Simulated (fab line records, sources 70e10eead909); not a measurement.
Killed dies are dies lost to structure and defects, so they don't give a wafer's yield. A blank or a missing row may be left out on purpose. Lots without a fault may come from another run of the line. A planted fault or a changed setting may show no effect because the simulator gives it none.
fab line records | flow nand_harc
record lots=11 wafers=33 last_day=34
route steps=1302 shown P_GATE@207 P_CONTACT@229
lots that met no fault: from a run of the same line without faults
start_h: hours from the record's first day to the start of the lot's first wafer shown | wait_h: hours since the lot's step before | " the same as in the row above | L1.1+2: a row that stands for several wafers | - no value, or no start given | * or withheld: withheld | < > ~ a bound
route shown NAME@n: a module of which the file shows steps, and the number in the route of the first | usual: mean/standard deviation of fault-free wafers | same: alike in all rows | chamber/n: place in a boat | sites: the reading at each site | _std_site: their standard deviation | _edge_site: outer sites' mean less inner sites' | radius_mm: how far each site lies from the wafer's centre | mask NAME#n: copy n | behind: the tool/chamber that last shaped the wafer | hold: why the lot was held/for how many hours/how that ended | device: the transistor (n, p or np) that didn't switch | end of line: the same wafers' tests at the end of the route | a step without rows: its recipe alone | killed: dies lost to structure and defects at the first sort, not the wafer's yield | map: a wafer's dies, x killed, . not, _ none there
set.NAME: the setting as run; set.NAME@STEP: as run at that earlier step | model.NAME: the simulator's own value behind a step, which no gauge read
steps of the route over a sample of lots; a table a step, a row a wafer
services: from which hour (start_h, from the record's first day; less than 0 if before it) a tool's chamber was out of use, for how many hours, and why
## steps
# step NHARC_P_GATE_RTA_64
# recipe temp_c=1050 time_s=1
# usual lamp_power_pct=32.2/1.7 lamp_zone_3_pct=32.2/1.7 lamp_zone_6_pct=32.2/1.7 lamp_zone_7_pct=32.6/1.7 wafer_temp_C_max=1056.3/1.9
# columns lot.wafer tool chamber start_h wait_h lamp_power_pct lamp_zone_3_pct lamp_zone_6_pct lamp_zone_7_pct wafer_temp_C_max
L376.3 rtp_anneal-01 0 131.59 - 34.0 34.1 34.0 34.5 1057.5
L376.4 " 0 " " 34.1 34.1 34.0 34.5 1057.7
L376.6 " 0 " " 34.0 34.1 34.0 34.5 1058.7
L377.1 rtp_anneal-02 0 143.09 - 30.7 30.7 30.6 31.1 1055.0
L377.4 " 0 " " 30.7 30.7 30.6 31.1 1055.5
L377.5 " 0 " " 30.7 30.7 30.6 31.0 1053.8
L378.4 rtp_anneal-02 0 154.69 - 30.7 30.7 30.6 31.1 1055.2
L378.5 " 0 " " 30.7 30.7 30.7 31.1 1054.4
L378.6 " 0 " " 30.7 30.7 30.6 31.1 1056.9
L380.3 rtp_anneal-02 0 175.70 - 30.7 30.7 30.6 31.0 1056.0
L380.4 " 0 " " 30.7 30.7 30.7 31.0 1054.6
L380.6 " 0 " " 30.7 30.7 30.7 31.1 1056.6
L381.2 rtp_anneal-02 0 189.60 - 30.7 30.7 30.7 31.1 1055.2
L381.3 " 0 " " 30.7 30.7 30.7 31.1 1055.0
L381.6 " 0 " " 30.7 30.7 30.6 31.1 1054.5
L385.1 rtp_anneal-01 0 236.38 - 34.1 34.1 34.0 34.5 1060.1
L385.2 " 0 " " 34.1 34.1 34.1 34.5 1059.5
L385.4 " 0 " " 34.2 34.1 34.0 34.5 1055.9
L393.1 rtp_anneal-01 0 306.65 - 34.2 34.1 33.9 34.5 1057.6
L393.4 " 0 " " 34.0 34.0 34.0 34.5 1055.4
L393.6 " 0 " " 34.1 34.1 34.0 34.5 1055.6
L394.3 rtp_anneal-02 0 317.66 - 30.7 30.7 30.6 31.1 1054.6
L394.4 " 0 " " 30.7 30.7 30.7 31.0 1055.4
L394.5 " 0 " " 30.7 30.7 30.6 31.0 1055.1
L395.2 rtp_anneal-02 0 331.47 - 30.7 30.7 30.6 31.1 1052.6
L395.4 " 0 " " 30.7 30.7 30.7 31.1 1055.7
L395.6 " 0 " " 30.7 30.7 30.7 31.1 1055.2
L396.2 rtp_anneal-01 0 339.98 - 34.1 34.0 34.0 34.5 1057.1
L396.4 " 0 " " 34.1 34.1 34.0 34.5 1060.5
L396.6 " 0 " " 34.1 34.0 34.0 34.4 1057.8
L397.4 rtp_anneal-01 0 343.38 - 34.0 34.0 34.0 34.5 1057.4
L397.5 " 0 " " 34.1 34.1 34.0 34.5 1057.6
L397.6 " 0 " " 34.1 34.1 34.1 34.5 1056.9
# step NHARC_P_GATE_INSPECT_68
# usual raw_defect_count=200/74
# columns lot.wafer tool chamber start_h wait_h raw_defect_count
L376.3 defect_inspect-02 - 132.93 0.1 241
L376.4 " - " " 312
L376.6 " - " " 134
L377.1 defect_inspect-01 - 144.41 0.2 159
L377.4 " - " " 164
L377.5 " - " " 168
L378.4 defect_inspect-02 - 155.86 0.1 136
L378.5 " - " " 78
L378.6 " - " " 203
L380.3 defect_inspect-01 - 176.91 0.1 123
L380.4 " - " " 135
L380.6 " - " " 112
L381.2 defect_inspect-02 - 190.97 0.1 198
L381.3 " - " " 241
L381.6 " - " " 189
L385.1 defect_inspect-01 - 237.68 0.2 253
L385.2 " - " " 216
L385.4 " - " " 125
L393.1 defect_inspect-02 - 308.30 0.3 330
L393.4 " - " " 293
L393.6 " - " " 204
L394.3 defect_inspect-01 - 318.90 0.1 160
L394.4 " - " " 158
L394.5 " - " " 335
L395.2 defect_inspect-02 - 332.71 0.1 287
L395.4 " - " " 369
L395.6 " - " " 146
L396.2 defect_inspect-01 - 341.27 0.1 99
L396.4 " - " " 144
L396.6 " - " " 211
L397.4 defect_inspect-02 - 344.56 0.1 142
L397.5 " - " " 116
L397.6 " - " " 113
# step NHARC_P_CONTACT_EXPOSE_09
# recipe na=1.35 target_cd_nm=90 dose_mj=81.26 mask_id=P_CA
# usual stage_vel_mm_s=500.00/0.27
# same na=1.35
# columns lot.wafer tool chamber start_h wait_h mask stage_vel_mm_s
L376.3 arfi_scanner-03 0 134.57 - P_CA#0 500.06
L376.4 " 0 " " P_CA#0 499.82
L376.6 " 0 " " P_CA#0 499.78
L377.1 arfi_scanner-01 0 145.87 - P_CA#0 500.05
L377.4 " 0 " " P_CA#0 499.98
L377.5 " 0 " " P_CA#0 500.29
L378.4 arfi_scanner-02 0 157.36 - P_CA#0 499.66
L378.5 " 0 " " P_CA#0 500.21
L378.6 " 0 " " P_CA#0 499.61
L380.3 arfi_scanner-02 0 178.26 - P_CA#0 500.02
L380.4 " 0 " " P_CA#0 500.49
L380.6 " 0 " " P_CA#0 500.51
L381.2 arfi_scanner-03 0 192.48 - P_CA#0 500.18
L381.3 " 0 " " P_CA#0 500.48
L381.6 " 0 " " P_CA#0 500.37
L385.1 arfi_scanner-03 0 239.15 - P_CA_R1#0 500.00
L385.2 " 0 " " P_CA_R1#0 500.07
L385.4 " 0 " " P_CA_R1#0 499.83
L393.1 arfi_scanner-03 0 309.77 - P_CA#0 499.99
L393.4 " 0 " " P_CA#0 500.20
L393.6 " 0 " " P_CA#0 500.19
L394.3 arfi_scanner-02 0 320.38 - P_CA#0 499.93
L394.4 " 0 " " P_CA#0 499.68
L394.5 " 0 " " P_CA#0 499.79
L395.2 arfi_scanner-01 0 334.18 - P_CA#0 500.02
L395.4 " 0 " " P_CA#0 499.61
L395.6 " 0 " " P_CA#0 499.80
L396.2 arfi_scanner-01 0 342.87 - P_CA#0 500.15
L396.4 " 0 " " P_CA#0 500.25
L396.6 " 0 " " P_CA#0 500.07
L397.4 arfi_scanner-03 0 346.04 - P_CA#0 500.25
L397.5 " 0 " " P_CA#0 500.24
L397.6 " 0 " " P_CA#0 500.36
# step NHARC_P_CONTACT_CD_MEAS_12
# recipe target_cd_nm=90 landing_energy_ev=500
# usual cd_nm=89.7/0.81
# columns lot.wafer tool chamber start_h wait_h hold cd_nm
L376.3 cd_sem-01 0 134.71 - - 90.3
L376.4 " 0 " " - 90.8
L376.6 " 0 " " - 90.8
L377.1 cd_sem-01 0 146.01 - - 89.9
L377.4 " 0 " " - 90.0
L377.5 " 0 " " - 89.7
L378.4 cd_sem-03 0 157.50 - - 88.6
L378.5 " 0 " " - 88.5
L378.6 " 0 " " - 88.7
L380.3 cd_sem-03 0 178.39 - - 89.9
L380.4 " 0 " " - 90.6
L380.6 " 0 " " - 89.7
L381.2 cd_sem-02 0 192.62 - - 89.4
L381.3 " 0 " " - 89.4
L381.6 " 0 " " - 89.1
L385.1 cd_sem-01 0 239.29 - await_dispo/0.2h/release 93.3
L385.2 " 0 " " await_dispo/0.2h/release 93.7
L385.4 " 0 " " await_dispo/0.2h/release 93.3
L385.1 cd_sem-01 0 - - - 93.6
L385.2 " 0 " " - 93.3
L385.4 " 0 " " - 93.4
L393.1 cd_sem-03 0 309.91 - - 90.0
L393.4 " 0 " " - 89.6
L393.6 " 0 " " - 90.3
L394.3 cd_sem-03 0 320.52 - - 88.4
L394.4 " 0 " " - 89.2
L394.5 " 0 " " - 87.8
L395.2 cd_sem-02 0 334.32 - - 88.6
L395.4 " 0 " " - 89.1
L395.6 " 0 " " - 88.9
L396.2 cd_sem-01 0 343.00 - - 90.0
L396.4 " 0 " " - 89.3
L396.6 " 0 " " - 89.6
L397.4 cd_sem-03 0 346.18 - - 88.4
L397.5 " 0 " " - 88.8
L397.6 " 0 " " - 88.9
# step NHARC_P_CONTACT_ETCH_31
# recipe target_depth_a=300 time_s=85.7 ion_energy_ev=120 over_etch_frac=1 ch3f_flow_sccm=50 o2_flow_sccm=30 ar_flow_sccm=200 rf_w=500 bias_w=100 chemistry=CH3F/O2
# usual drypump_motor_current_A=5.6/0.32 oes_product_au=0.978/0.012 rf_vpp_V=244.2/1.8 showerhead_plenum_p_Torr=2.46/0.11 throttle_valve_pct=20.662/0.0088
# columns lot.wafer tool chamber start_h wait_h drypump_motor_current_A oes_product_au rf_hours_counter_h rf_vpp_V showerhead_plenum_p_Torr throttle_valve_pct
L376.3 rie_diel-04 3 - - 5.2 0.991 4.9 246.6 2.57 20.660
L376.4 " 2 " " 5.7 0.979 - 246.6 2.59 20.661
L376.6 " 3 " " 5.2 0.986 - 246.2 2.56 20.650
L377.1 rie_diel-13 1 - - 6.1 0.969 3.7 246.3 2.57 20.658
L377.4 " 0 " " 5.7 0.973 3.9 243.9 2.44 20.679
L377.5 " 2 " " 5.1 0.955 - 244.7 2.46 20.659
L378.4 rie_diel-08 3 - - 5.8 0.987 7.0 244.9 2.54 20.672
L378.5 " 2 " " 5.7 0.998 - 242.4 2.35 20.652
L378.6 " 3 " " 5.8 0.970 - 245.1 2.54 20.660
L380.3 rie_diel-13 3 - - 5.7 0.979 0.4 243.4 2.33 20.667
L380.6 " 0 " " 5.7 0.993 - 242.1 2.44 20.661
L380.4 " 1 " " 6.1 0.981 - 245.4 2.57 20.653
L381.2 rie_diel-04 3 - - 5.2 0.975 0.2 245.7 2.56 20.654
L381.3 " 0 " " 5.3 0.968 0.3 241.2 2.35 20.660
L381.6 " 3 " " 5.2 0.985 - 244.8 2.56 20.669
L385.4 rie_diel-08 0 - - 5.4 0.987 1.8 242.5 2.32 20.665
L385.1 " 1 " " 6.0 0.964 1.9 243.6 2.38 20.666
L385.2 " 3 " " 5.8 0.988 1.5 244.6 2.54 20.673
L393.4 rie_diel-13 2 - - 5.1 0.991 3.5 244.7 2.46 20.654
L393.1 " 0 " " 5.7 0.977 3.9 244.0 2.44 20.682
L393.6 " 3 " " 5.7 0.993 - 242.7 2.32 20.659
L394.3 rie_diel-04 2 - - 5.7 0.991 4.2 245.4 2.59 20.656
L394.4 " 3 " " 5.2 0.966 3.9 244.5 2.56 20.654
L394.5 " 1 " " 6.0 0.978 - 242.4 2.33 20.668
L395.4 rie_diel-04 0 - - 5.3 0.965 4.8 242.0 2.35 20.658
L395.2 " 1 " " 5.9 0.977 5.1 242.5 2.33 20.681
L395.6 " 3 " " 5.2 0.974 - 245.3 2.56 20.658
L396.2 rie_diel-08 3 - - 5.8 0.966 7.2 246.0 2.53 20.687
L396.4 " 2 " " 5.7 0.981 6.9 241.4 2.34 20.652
L396.6 " 0 " " 5.4 0.973 - 242.0 2.32 20.654
L397.4 rie_diel-04 3 - - 5.1 0.973 4.9 248.1 2.56 20.665
L397.6 " 2 " " 5.7 0.971 - 246.6 2.59 20.653
L397.5 " 3 " " 5.2 0.981 - 247.1 2.56 20.670
## services
# columns tool chamber start_h hours kind
rie_diel-04 2 114.97 11.6 repair
rie_diel-04 1 124.40 10.4 repair
rie_diel-04 0 132.65 10.4 repair
arfi_scanner-02 - 140.00 4.0 pm
arfi_scanner-03 - 159.54 1.5 repair
arfi_scanner-02 - 162.94 1.6 repair
rie_diel-13 - 165.00 9.0 pm
rie_diel-08 2 168.33 14.2 repair
rie_diel-04 1 172.21 15.6 repair
rie_diel-13 2 176.90 6.9 repair
rie_diel-04 - 177.22 4.8 repair
arfi_scanner-01 - 179.08 6.5 repair
rie_diel-04 - 182.03 9.0 pm
rie_diel-08 2 187.00 5.5 repair
rie_diel-08 - 190.80 9.0 pm
rie_diel-13 0 192.09 6.6 repair
arfi_scanner-03 - 196.00 4.0 pm
arfi_scanner-01 - 209.17 5.9 repair
rie_diel-13 2 221.15 9.6 repair
rie_diel-04 3 230.47 4.1 repair
rie_diel-04 0 232.39 4.6 repair
rie_diel-04 - 234.43 1.0 repair
arfi_scanner-03 - 236.21 1.1 repair
arfi_scanner-03 - 319.77 0.6 repair
## key
first_sign step=NHARC_P_CONTACT_EXPOSE_09 reading=mask direction=changed
effect step=NHARC_P_CONTACT_CD_MEAS_12 reading=visit direction=added
met_at NHARC_P_CONTACT_EXPOSE_09
struck_lots L385
tester_left_out L385
not_acting_at NHARC_P_GATE_RTA_64,NHARC_P_GATE_INSPECT_68,NHARC_P_CONTACT_ETCH_31
onset_between 192.48 239.15
fault kind=wrong_mask tool=any chamber=- onset_h=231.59 steps=NHARC_P_CONTACT_EXPOSE_09 aux_copy=P_CA_R1#0 cd_offset_nm=2.8442 scope=struck_lots_only
# tester_left_out: of these lots the tester's yield and bins aren't shown, on N5 and GAA mostly nor the transistor test; their killed dies are dies lost to structure and defects alone, not to doping, threshold or leakage, so they don't give the yield
